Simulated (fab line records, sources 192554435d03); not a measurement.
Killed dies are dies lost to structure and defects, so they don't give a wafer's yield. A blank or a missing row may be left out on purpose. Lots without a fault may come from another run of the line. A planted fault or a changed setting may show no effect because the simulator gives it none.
fab line records | flow n5_finfet
record lots=6 wafers=18 last_day=16
route steps=1938 shown BEOL_M14@1718 PASSIVATION@1936
lots that met no fault: from a run of the same line without faults
start_h: hours from the record's first day to the start of the lot's first wafer shown | wait_h: hours since the lot's step before | " the same as in the row above | L1.1+2: a row that stands for several wafers | - no value, or no start given | * or withheld: withheld | < > ~ a bound
route shown NAME@n: a module of which the file shows steps, and the number in the route of the first | usual: mean/standard deviation of fault-free wafers | same: alike in all rows | chamber/n: place in a boat | sites: the reading at each site | _std_site: their standard deviation | _edge_site: outer sites' mean less inner sites' | radius_mm: how far each site lies from the wafer's centre | mask NAME#n: copy n | behind: the tool/chamber that last shaped the wafer | hold: why the lot was held/for how many hours/how that ended | device: the transistor (n, p or np) that didn't switch | end of line: the same wafers' tests at the end of the route | a step without rows: its recipe alone | killed: dies lost to structure and defects at the first sort, not the wafer's yield | map: a wafer's dies, x killed, . not, _ none there
set.NAME: the setting as run; set.NAME@STEP: as run at that earlier step | model.NAME: the simulator's own value behind a step, which no gauge read
lots at some steps of the route; a table a step, a row a wafer
services: from which hour (start_h, from the record's first day; less than 0 if before it) a tool's chamber was out of use, for how many hours, and why
## steps
# step N5_BEOL_M14_COAT_58
# recipe resist=BARC temp_c=205 time_s=60 spin_rpm=1500 resist_thk_nm=89
# step N5_BEOL_M14_COAT_04
# recipe spin_rpm=1704 resist_thk_nm=800
# step N5_BEOL_M14_EBR_06
# recipe solvent=PGMEA ebr_width_mm=1.5
# step N5_BEOL_M14_SOFTBAKE_05
# recipe temp_c=130 time_s=60
# step N5_BEOL_M14_EXPOSE_07
# recipe mask_id=V13 na=0.8 source_shape=annular sigma_inner=0.5 sigma_outer=0.8 polarization=unpolarized attpsm_phase_deg=180 dose_mj=57
# step N5_BEOL_M14_PEB_08
# recipe peb_temp_c=130 peb_time_s=90
# step N5_BEOL_M14_DEVELOP_09
# recipe develop_time_s=45 rinse_liquid=diw dry=air_spin dev_temp_c=21
# step N5_BEOL_M14_HARDBAKE_14
# recipe temp_c=130 time_s=120
# step N5_BEOL_M14_CD_MEAS_10
# recipe target_cd_nm=250 landing_energy_ev=500 detector=se_inlens polarity=opening
# usual cd_nm=249.8/1.8
# same landing_energy_ev=500
# columns lot.wafer tool chamber start_h wait_h cd_nm
L503.3 cd_sem-01 0 251.92 - 251.8
L503.4 " 0 " " 250.0
L503.6 " 0 " " 251.3
L510.3 cd_sem-01 0 298.71 - 249.1
L510.5 " 0 " " 247.2
L510.6 " 0 " " 247.5
L511.2 cd_sem-01 0 314.51 - 252.3
L511.3 " 0 " " 252.9
L511.6 " 0 " " 249.9
L513.1 cd_sem-02 0 314.79 - 249.3
L513.2 " 0 " " 248.8
L513.3 " 0 " " 248.8
L515.1 cd_sem-02 0 318.77 - 253.2
L515.4 " 0 " " 252.6
L515.5 " 0 " " 251.6
L521.1 cd_sem-01 0 362.17 - 250.8
L521.4 " 0 " " 249.5
L521.6 " 0 " " 252.4
# step N5_BEOL_M14_OVL_MEAS_11
# recipe points_per_wafer=44
# usual V13_OVL=2/4.6
# columns lot.wafer tool chamber start_h wait_h V13_OVL[nm]
L503.3 overlay-02 0 251.95 0.0 0
L503.4 " 0 " " 2
L503.6 " 0 " " 2
L510.3 overlay-02 0 298.74 0.0 8
L510.5 " 0 " " 3
L510.6 " 0 " " 1
L511.2 overlay-01 0 314.56 0.1 -5
L511.3 " 0 " " -1
L511.6 " 0 " " -2
L513.1 overlay-01 0 314.86 0.1 -4
L513.2 " 0 " " 6
L513.3 " 0 " " -2
L515.1 overlay-02 0 318.80 0.0 4
L515.4 " 0 " " 7
L515.5 " 0 " " 0
L521.1 overlay-02 0 362.20 0.0 -4
L521.4 " 0 " " -6
L521.6 " 0 " " -7
# step N5_BEOL_M14_INSPECT_12
# recipe mode=adi inspect_instrument=macro
# usual raw_defect_count=2.2/1.4
# columns lot.wafer tool chamber start_h wait_h raw_defect_count
L503.3 defect_inspect-01 - 251.97 0.0 0
L503.4 " - " " 4
L503.6 " - " " 3
L510.3 defect_inspect-01 - 298.76 0.0 2
L510.5 " - " " 1
L510.6 " - " " 1
L511.2 defect_inspect-02 - 314.59 0.0 0
L511.3 " - " " 2
L511.6 " - " " 2
L513.1 defect_inspect-02 - 314.88 0.0 2
L513.2 " - " " 1
L513.3 " - " " 0
L515.1 defect_inspect-01 - 318.82 0.0 0
L515.4 " - " " 4
L515.5 " - " " 2
L521.1 defect_inspect-02 - 362.22 0.0 1
L521.4 " - " " 1
L521.6 " - " " 1
# step N5_BEOL_M14_DESCUM_15
# recipe chemistry=O2 time_s=7.9 source_power_w=50 bias_power_w=20 pressure_mtorr=20 rf_frequency_hz=2.712e+07 temp_c=40 o2_flow_sccm=225
# usual drypump_motor_current_A=5.9/0.39 oes_product_au=0.82/0.083 rf_vpp_V=243.1/1.1 showerhead_plenum_p_Torr=2.10/0.053 throttle_valve_pct=20.47/0.3
# columns lot.wafer tool chamber start_h wait_h drypump_motor_current_A oes_product_au rf_hours_counter_h rf_vpp_V showerhead_plenum_p_Torr throttle_valve_pct
L503.3 rie_diel-04 1 252.04 0.1 6.6 0.80 90 241.1 2.02 20.41
L503.4 " 3 " " 5.2 0.98 1 241.8 2.05 20.53
L503.6 " 0 " " 5.9 0.88 - 243.2 2.12 19.94
L510.3 rie_diel-02 2 298.79 0.0 6.0 0.77 132 244.2 2.11 20.25
L510.5 " 0 " " 5.8 0.72 - 243.8 2.08 20.75
L510.6 " 3 " " 5.6 0.98 - 243.5 2.13 20.07
L511.2 rie_diel-04 1 314.62 0.0 6.6 0.76 113 240.9 2.02 20.43
L511.3 " 0 " " 5.9 0.84 72 243.3 2.12 19.96
L511.6 " 0 " " 5.9 0.83 - 243.9 2.12 19.97
L513.1 rie_diel-01 0 314.91 0.0 5.9 1.02 0 244.7 2.26 20.63
L513.2 " 2 " " 6.4 0.85 55 243.9 2.11 20.11
L513.3 " 1 " " 5.8 0.87 67 243.2 2.13 20.45
L515.1 rie_diel-04 1 318.86 0.0 6.6 0.77 115 241.7 2.02 20.43
L515.4 " 2 " " 5.4 0.91 27 243.9 2.15 20.56
L515.5 " 1 " " 6.6 0.77 - 241.8 2.02 20.44
L521.1 rie_diel-02 1 362.29 0.1 6.3 0.80 102 242.6 2.12 20.62
L521.4 " 0 " " 5.8 0.70 231 241.9 2.07 20.78
L521.6 " 0 " " 5.9 0.71 - 242.8 2.07 20.79
# step N5_BEOL_M14_ETCH_59
# recipe chemistry=N2/H2 target=BARC target_depth_a=890 overetch_a=267 time_s=67.9 ion_energy_ev=200 pressure_mtorr=30 source_w=840 bias_w=150 n2_flow_sccm=200 h2_flow_sccm=200
# usual bias_w=149.9/0.46 chamber_pressure_mTorr=29.997/0.026 drypump_motor_current_A=5.9/0.39 oes_product_au=0.70/0.069 rf_vpp_V=524.1/1.9 showerhead_plenum_p_Torr=2.55/0.063 throttle_valve_pct=17.89/0.3
# columns lot.wafer tool chamber start_h wait_h bias_w chamber_pressure_mTorr drypump_motor_current_A oes_product_au rf_hours_counter_h rf_vpp_V showerhead_plenum_p_Torr throttle_valve_pct model.coat_of_BEOL_M14_COAT_04.thk_nm
L503.3 rie_diel-04 1 252.07 0.0 150.2 30.003 6.6 0.69 90 521.2 2.46 17.86 718.8
L503.4 " 3 " " 149.3 30.014 5.2 0.83 1 523.6 2.51 18.10 718.8
L503.6 " 0 " " 150.1 30.010 5.8 0.73 - 525.1 2.59 17.42 717.6
L510.3 rie_diel-02 2 298.83 0.0 150.1 29.985 6.0 0.66 132 523.8 2.55 17.67 716.6
L510.5 " 0 " " 150.3 29.948 5.9 0.61 - 523.7 2.53 18.28 716.8
L510.6 " 3 " " 149.7 30.027 5.6 0.82 - 525.1 2.59 17.45 715
L511.2 rie_diel-04 1 314.66 0.0 - - - - - - - - 784.8
L511.3 " 0 " " - - - - - - - - 784.2
L511.6 " 0 " " - - - - - - - - 786.6
L513.1 rie_diel-01 0 314.95 0.0 - - - - - - - - 780.2
L513.2 " 2 " " - - - - - - - - 781
L513.3 " 1 " " - - - - - - - - 779.4
L515.1 rie_diel-04 1 318.89 0.0 149.3 29.928 6.6 0.67 115 521.0 2.45 17.89 718
L515.4 " 2 " " 150.2 30.017 5.4 0.78 27 526.0 2.60 17.87 718.8
L515.5 " 1 " " 149.1 29.991 6.6 0.67 - 522.2 2.45 17.89 718.6
L521.1 rie_diel-02 1 362.33 0.0 149.4 30.027 6.3 0.67 102 523.5 2.56 17.97 717
L521.4 " 0 " " 149.4 30.007 5.9 0.60 231 521.4 2.52 18.31 716
L521.6 " 0 " " 150.0 29.972 5.9 0.59 - 523.9 2.52 18.30 714
# step N5_BEOL_M14_VIA_ETCH_16
# recipe chemistry=C4F8/O2/Ar target=SiO2 he_inner_torr=15 he_outer_torr=30 target_depth_a=12313 time_s=withheld ion_energy_ev=800 pressure_mtorr=20 source_w=1905 bias_w=2040 Ar_flow_sccm=400 C4F8_flow_sccm=16 O2_flow_sccm=12 ends=cleared
# usual C4F8_flow_sccm=16.01/0.048 O2_flow_sccm=11.99/0.034 drypump_motor_current_A=5.9/0.39 he_outer_torr=30.00/0.064 oes_ar_750_au=0.82/0.08 oes_o_777_au=0.82/0.077 oes_product_au=0.74/0.076 rf_vpp_V=2219/32 showerhead_plenum_p_Torr=3.44/0.084 throttle_valve_pct=30.91/0.28
# columns lot.wafer tool chamber start_h wait_h C4F8_flow_sccm O2_flow_sccm drypump_motor_current_A he_outer_torr oes_ar_750_au oes_o_777_au oes_product_au rf_vpp_V showerhead_plenum_p_Torr throttle_valve_pct model.coat_of_BEOL_M14_COAT_04.thk_nm
L503.3 rie_diel-04 1 252.12 0.0 16.04 11.95 6.6 30.04 0.80 0.80 0.72 2192 3.33 30.82 457
L503.4 " 3 " " 16.01 12.04 5.2 30.11 0.96 0.95 0.89 2228 3.38 31.19 453
L503.6 " 0 " " 16.04 12.02 5.9 30.04 0.87 0.87 0.79 2190 3.48 30.35 454.8
L510.3 rie_diel-02 2 298.88 0.0 15.97 11.99 6.0 29.96 0.76 0.77 0.68 2178 3.44 30.50 451.4
L510.5 " 0 " " 15.97 11.95 5.9 30.03 0.71 0.73 0.65 2205 3.39 31.04 452.4
L510.6 " 3 " " 16.08 11.97 5.6 29.99 0.98 0.94 0.88 2274 3.52 30.71 454.8
L511.2 rie_diel-04 1 314.71 0.0 15.97 11.98 6.5 29.98 0.78 0.78 0.70 2190 3.32 30.84 526.2
L511.3 " 0 " " 16.07 11.98 5.9 30.13 0.84 0.84 0.76 2191 3.47 30.36 524.2
L511.6 " 0 " " 16.03 12.02 5.9 30.10 0.84 0.84 0.76 2190 3.47 30.37 520.2
L513.1 rie_diel-01 0 315.00 0.0 15.92 12.00 5.9 30.02 0.98 1.00 0.88 2232 3.63 30.85 513.4
L513.2 " 2 " " 16.01 11.97 6.4 29.95 0.85 0.84 0.77 2279 3.49 30.68 522.8
L513.3 " 1 " " 16.08 11.92 5.8 30.03 0.84 0.85 0.78 2226 3.48 30.98 513.4
L515.1 rie_diel-04 1 318.94 0.0 15.95 11.97 6.6 29.98 0.79 0.78 0.69 2192 3.32 30.85 454.2
L515.4 " 2 " " 16.04 12.02 5.4 29.94 0.91 0.93 0.81 2211 3.51 31.07 445.8
L515.5 " 1 " " 16.00 11.98 6.6 30.00 0.79 0.79 0.70 2191 3.32 30.85 444.4
L521.1 rie_diel-02 1 362.38 0.0 16.00 12.04 6.3 30.06 0.78 0.79 0.70 2193 3.48 31.09 449.8
L521.4 " 0 " " 16.01 12.00 5.9 29.95 0.70 0.71 0.63 2203 3.38 31.06 450.6
L521.6 " 0 " " 16.06 12.01 5.9 30.03 0.69 0.70 0.63 2204 3.38 31.04 445.4
# step N5_BEOL_M14_STRIP_63
# recipe chemistry=O2 power_w=600 temp_c=60 pressure_mtorr=30 rf_frequency_hz=6e+07 bias_power_w=0 overash_fraction=0.3 o2_flow_sccm=225
# usual drypump_motor_current_A=5.9/0.39 oes_product_au=0.83/0.083 rf_vpp_V=3.6/0.84 showerhead_plenum_p_Torr=2.10/0.053 throttle_valve_pct=16.69/0.29
# columns lot.wafer tool chamber start_h wait_h drypump_motor_current_A oes_product_au rf_hours_counter_h rf_vpp_V showerhead_plenum_p_Torr throttle_valve_pct
L503.3 rie_diel-04 1 - - 6.6 0.79 90 2.9 2.03 16.64
L503.4 " 3 " " 5.2 0.99 1 3.0 2.05 16.72
L503.6 " 0 " " 5.9 0.88 - 2.6 2.13 16.16
L510.3 rie_diel-02 2 - - 6.0 0.76 132 2.9 2.12 16.54
L510.5 " 0 " " 5.9 0.73 - 2.7 2.08 17.01
L510.6 " 3 " " 5.6 0.99 - 4.5 2.13 16.29
L511.2 rie_diel-04 1 - - 6.6 0.77 114 2.6 2.02 16.71
L511.3 " 0 " " 5.9 0.83 72 2.8 2.12 16.24
L511.6 " 0 " " 5.9 0.82 - 3.4 2.12 16.23
L513.1 rie_diel-01 0 - - 5.9 1.01 0 2.3 2.26 16.78
L513.2 " 2 " " 6.5 0.87 55 1.7 2.12 16.38
L513.3 " 1 " " 5.8 0.85 67 2.9 2.13 16.62
L515.1 rie_diel-04 1 - - 6.6 0.77 115 3.7 2.02 16.68
L515.4 " 2 " " 5.4 0.90 27 3.6 2.16 16.71
L515.5 " 1 " " 6.6 0.77 - 2.8 2.02 16.70
L521.1 rie_diel-02 1 - - 6.2 0.79 102 2.2 2.12 16.86
L521.4 " 0 " " 5.9 0.72 231 1.9 2.08 17.05
L521.6 " 0 " " 5.9 0.71 - 3.1 2.08 17.01
# step N5_PASSIVATION_PROBE_49
# usual defect_limited_yield=91.1/1.4 killed_at_M0_to_M3=33/9.1 killed_at_M4_up=14/5.6 killed_at_contacts=13/5.7 killed_at_front_end=42/12 killed_at_other=4/3 killed_dies=105/16 killed_open=69/11 killed_short=34/7.5 sort_bin_5_function=5.2/0.91 sort_bin_6_memory=3.3/0.64 sort_bin_8_speed=0.0/0.37 sort_n_pass=1075/16 sort_yield_pct=91.1/1.4
# same gross_dies=1180 killed_at_back_side=0 sort_bin_4_leakage[%]=0
# columns lot.wafer tool chamber start_h wait_h defect_limited_yield[%] killed_at_M0_to_M3 killed_at_M4_up killed_at_contacts killed_at_front_end killed_at_other killed_dies killed_open killed_short sort_bin_5_function[%] sort_bin_6_memory[%] sort_bin_8_speed[%] sort_n_pass sort_yield_pct[%]
L503.3 prober-01 - 274.16 0.1 90.8 35 17 10 42 4 108 70 34 5.1 3.6 0 1072 90.8
L503.4 prober-01 - 274.21 0.2 91.4 43 19 6 32 1 101 71 30 5.0 3.3 0 1079 91.4
L503.6 prober-01 - 274.31 0.3 89.7 58 22 6 34 2 122 80 39 6.5 3.6 0 1058 89.7
L510.3 prober-01 - 323.15 0.1 92.0 16 12 21 43 2 94 54 38 4.6 3.1 0 1086 92.0
L510.5 prober-01 - 323.25 0.2 92.5 29 4 16 39 1 89 54 33 4.4 2.9 0 1091 92.5
L510.6 prober-01 - 323.30 0.3 92.1 29 11 18 30 5 93 56 36 5.2 2.5 0 1087 92.1
L511.2 prober-01 - 340.78 0.1 87.4 36 20 10 82 1 149 100 48 7.8 4.6 0 1031 87.4
L511.3 prober-01 - 340.83 0.1 89.7 27 29 10 51 4 121 83 33 5.8 4.2 0 1059 89.7
L511.6 prober-01 - 340.98 0.3 90.3 32 9 5 68 0 114 63 47 5.6 3.6 0 1066 90.3
L513.1 prober-02 - 341.45 0.0 92.4 34 11 13 30 2 90 60 29 4.2 2.8 0 1090 92.4
L513.2 prober-02 - 341.50 0.1 94.1 29 12 6 23 0 70 49 21 3.4 2.3 0 1110 94.1
L513.3 prober-02 - 341.55 0.1 93.3 31 12 4 28 4 79 55 24 4.4 1.8 0 1101 93.3
L515.1 prober-02 - 345.99 0.0 88.6 33 21 17 58 5 134 89 43 7.5 3.7 0 1046 88.6
L515.4 prober-02 - 346.14 0.2 89.3 36 25 10 51 4 126 83 40 6.0 4.5 0 1054 89.3
L515.5 prober-02 - 346.19 0.2 91.3 25 17 11 47 3 103 68 32 4.7 3.8 0 1077 91.3
# killed by level:class
L503.3 BEOL_M1:geometric_particle:open=9 BEOL_M4:geometric_particle:open=8 FIN_SAQP:geometric_particle:open=7 BEOL_M2:geometric_particle:open=7 GATE_CUT:geometric_particle:short=7 FIN_SAQP:geometric_particle:short=6 STI_FIN_REVEAL:geometric_particle:open=6 BEOL_M0_SAQP:geometric_particle:short=5
L503.4 FIN_SAQP:geometric_particle:open=9 BEOL_M0_SAQP:geometric_particle:short=9 BEOL_M0_SAQP:geometric_particle:open=7 BEOL_M1:geometric_particle:open=7 BEOL_M2:geometric_particle:open=7 BEOL_M3:geometric_particle:open=6 BEOL_M4:geometric_particle:open=6 MOL_CONTACT_COAG:geometric_particle:open=5
L503.6 BEOL_M0_SAQP:geometric_particle:open=19 BEOL_M0_SAQP:geometric_particle:short=13 BEOL_M4:geometric_particle:open=11 BEOL_M2:geometric_particle:open=9 BEOL_M1:geometric_particle:open=8 STI_FIN_REVEAL:geometric_particle:open=7 GATE_CUT:geometric_particle:short=5 FIN_SAQP:geometric_particle:open=4
L510.3 MOL_CONTACT_COAG:geometric_particle:open=17 FIN_SAQP:geometric_particle:short=8 FIN_SAQP:geometric_particle:open=7 STARTING-WAFER:geometric_particle:short=7 GATE_CUT:geometric_particle:short=6 STI_FIN_REVEAL:geometric_particle:open=5 BEOL_M0_SAQP:geometric_particle:short=5 BEOL_M4:geometric_particle:open=5
L510.5 MOL_CONTACT_COAG:geometric_particle:open=14 FIN_SAQP:geometric_particle:short=8 STI_FIN_REVEAL:geometric_particle:open=8 BEOL_M2:geometric_particle:open=7 BEOL_M0_SAQP:geometric_particle:short=6 DUMMY_GATE:geometric_particle:open=5 BEOL_M3:geometric_particle:open=5 BEOL_M0_SAQP:geometric_particle:open=3
L510.6 MOL_CONTACT_COAG:geometric_particle:open=13 FIN_SAQP:geometric_particle:short=8 BEOL_M0_SAQP:geometric_particle:open=8 GATE_CUT:geometric_particle:short=6 BEOL_M2:geometric_particle:open=6 STI_FIN_REVEAL:geometric_particle:open=5 BEOL_M0_SAQP:geometric_particle:short=5 BEOL_M4:geometric_particle:open=5
L511.2 STI_FIN_REVEAL:geometric_particle:open=36 BEOL_M3:geometric_particle:open=12 BEOL_M4:geometric_particle:open=10 FIN_SAQP:geometric_particle:short=9 FIN_SAQP:geometric_particle:open=7 STI_FIN_REVEAL:geometric_particle:short=7 MOL_CONTACT_COAG:geometric_particle:open=6 BEOL_M2:geometric_particle:open=5
L511.3 BEOL_M4:geometric_particle:open=17 STI_FIN_REVEAL:geometric_particle:open=12 FIN_SAQP:geometric_particle:open=11 BEOL_M3:geometric_particle:open=9 FIN_SAQP:geometric_particle:short=8 DUMMY_GATE:geometric_particle:open=5 MOL_CONTACT_COAG:geometric_particle:open=5 STI_FIN_REVEAL:geometric_particle:short=4
L511.6 FIN_SAQP:geometric_particle:short=17 STI_FIN_REVEAL:geometric_particle:open=17 BEOL_M3:geometric_particle:open=10 FIN_SAQP:geometric_particle:open=9 BEOL_M0_SAQP:geometric_particle:short=8 GATE_CUT:geometric_particle:short=6 STI_FIN_REVEAL:geometric_particle:short=5 MOL_CONTACT_COAG:geometric_particle:open=4
L513.1 MOL_CONTACT_COAG:geometric_particle:open=12 BEOL_M3:geometric_particle:open=9 BEOL_M0_SAQP:geometric_particle:open=7 BEOL_M0_SAQP:geometric_particle:short=6 GATE_CUT:geometric_particle:short=5 FIN_SAQP:geometric_particle:open=4 BEOL_M1:geometric_particle:open=4 BEOL_M2:geometric_particle:open=4
L513.2 BEOL_M0_SAQP:geometric_particle:open=8 BEOL_M2:geometric_particle:open=7 BEOL_M0_SAQP:geometric_particle:short=6 BEOL_M3:geometric_particle:open=6 BEOL_M4:geometric_particle:open=6 FIN_SAQP:geometric_particle:short=4 MOL_CONTACT_COAG:geometric_particle:open=4 STARTING-WAFER:geometric_particle:short=4
L513.3 BEOL_M2:geometric_particle:open=12 STI_FIN_REVEAL:geometric_particle:open=6 FIN_SAQP:geometric_particle:open=5 FIN_SAQP:geometric_particle:short=5 BEOL_M0_SAQP:geometric_particle:short=5 BEOL_M1:geometric_particle:open=5 BEOL_M4:geometric_particle:open=5 MOL_CONTACT_COAG:geometric_particle:open=4
L515.1 STI_FIN_REVEAL:geometric_particle:open=22 MOL_CONTACT_COAG:geometric_particle:open=11 FIN_SAQP:geometric_particle:open=10 BEOL_M0_SAQP:geometric_particle:open=9 BEOL_M4:geometric_particle:open=9 BEOL_M0_SAQP:geometric_particle:short=7 BEOL_M3:geometric_particle:open=6 FIN_SAQP:geometric_particle:short=5
L515.4 STI_FIN_REVEAL:geometric_particle:open=16 BEOL_M4:geometric_particle:open=12 BEOL_M0_SAQP:geometric_particle:short=9 STARTING-WAFER:geometric_particle:open=8 MOL_CONTACT_COAG:geometric_particle:open=7 FIN_SAQP:geometric_particle:short=6 BEOL_M0_SAQP:geometric_particle:open=6 BEOL_M1:geometric_particle:short=6
L515.5 STI_FIN_REVEAL:geometric_particle:open=17 GATE_CUT:geometric_particle:short=9 MOL_CONTACT_COAG:geometric_particle:open=8 FIN_SAQP:geometric_particle:open=7 BEOL_M1:geometric_particle:open=7 BEOL_M0_SAQP:geometric_particle:open=6 BEOL_M4:geometric_particle:open=5 STI_FIN_REVEAL:geometric_particle:short=4
## services
# columns tool chamber start_h hours kind
rie_diel-02 2 231.84 21.6 repair
rie_diel-04 3 234.81 - clean
rie_diel-04 3 234.81 - consumable_replace:focus_ring
rie_diel-04 3 234.81 14.7 scheduled_down
rie_diel-04 3 234.81 14.7 vent_cycle
rie_diel-02 3 264.19 - clean
rie_diel-02 3 264.19 - consumable_replace:focus_ring
rie_diel-02 3 264.19 19.1 scheduled_down
rie_diel-02 3 264.19 19.1 vent_cycle
rie_diel-04 2 265.77 9.3 repair
rie_diel-01 0 286.63 - clean
rie_diel-01 0 286.63 - consumable_replace:focus_ring
rie_diel-01 0 286.63 - consumable_replace:showerhead
rie_diel-01 0 286.63 28.2 scheduled_down
rie_diel-01 0 286.63 28.2 vent_cycle
## key
first_sign step=N5_BEOL_M14_ETCH_59 reading=tool_record direction=missing
effect none on later readings
model_effect step=N5_BEOL_M14_ETCH_59 value=coat_of_BEOL_M14_COAT_04.thk_nm without=718.7 struck=782.7
model_effect step=N5_BEOL_M14_VIA_ETCH_16 value=coat_of_BEOL_M14_COAT_04.thk_nm without=456 struck=520
met_at N5_BEOL_M14_ETCH_59
struck_wafers L511.2,L511.3,L511.6,L513.1,L513.2,L513.3
onset_between 252.07 314.66
fault kind=skipped_step_whole tool=rie_diel-01,rie_diel-04 chamber=- onset_h=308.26 steps=N5_BEOL_M14_ETCH_59 scope=struck_lots_only
